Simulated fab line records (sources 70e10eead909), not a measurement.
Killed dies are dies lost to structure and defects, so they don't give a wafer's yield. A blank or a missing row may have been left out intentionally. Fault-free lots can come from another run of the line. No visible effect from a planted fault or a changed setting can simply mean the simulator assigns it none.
Which tool did it? | flow nand harc | 6 lots, 18 wafers sampled, at 2 steps of a route of 1302

== WHAT THE GAUGES READ, wafer by wafer ==
NHARC_A_CHANNEL_HOLE_D2_INSPECT_40.
lot  | measured     | on                | raw defect count
L377 | day 14 13:01 | defect inspect-01 | 325 269 276
L379 | day 15 15:31 | defect inspect-01 | 284 235 304
L381 | day 16 20:07 | defect inspect-02 | 225 230 252
L384 | day 17 23:01 | defect inspect-02 | 212 281 244
L389 | day 20 02:54 | defect inspect-01 | 246 217 241
L396 | day 22 13:44 | defect inspect-02 | 167 178 167

== EACH LOT AND THE TOOL THAT RAN IT (in order: tool; ch and the chambers of the sampled wafers; start) ==
lot  | NHARC_A_CHANNEL_HOLE_D2_ETCH_25
L377 | har etch-02 ch 0,1, day 14 10:21
L379 | har etch-02 ch 0,1, day 15 12:50
L381 | har etch-01 ch 0,1, day 16 20:07 or earlier
L384 | har etch-02 ch 0, day 17 20:21
L389 | har etch-01 ch 0,1, day 20 00:14
L396 | har etch-02 ch 0,1, day 22 10:56
- NHARC_A_CHANNEL_HOLE_D2_ETCH_25: etches the open film in C4F8/O2/Ar, time 1040.2 s, target depth 1500 nm.

== THE ANSWER, worked out from the rows above alone ==
Rule: the usual values come from the lots themselves. Put in order of their means at a reading, lots are off if they are a third of the lots or fewer, leave a main group of 4 or more, and stand apart from it by a gap of 3 or more times the standard deviation of the main group's means; of several such gaps the widest counts. A main group whose means are all the same, to the digits that the tables above print for the reading, isn't used. Also off: a lot with no number at a reading for which 4 or more lots have one. The other lots that the step has rows for count as sound.
None of the lots is off at any reading shown; this tells nothing.

== WHAT THE SIMULATOR HAD INSERTED ==
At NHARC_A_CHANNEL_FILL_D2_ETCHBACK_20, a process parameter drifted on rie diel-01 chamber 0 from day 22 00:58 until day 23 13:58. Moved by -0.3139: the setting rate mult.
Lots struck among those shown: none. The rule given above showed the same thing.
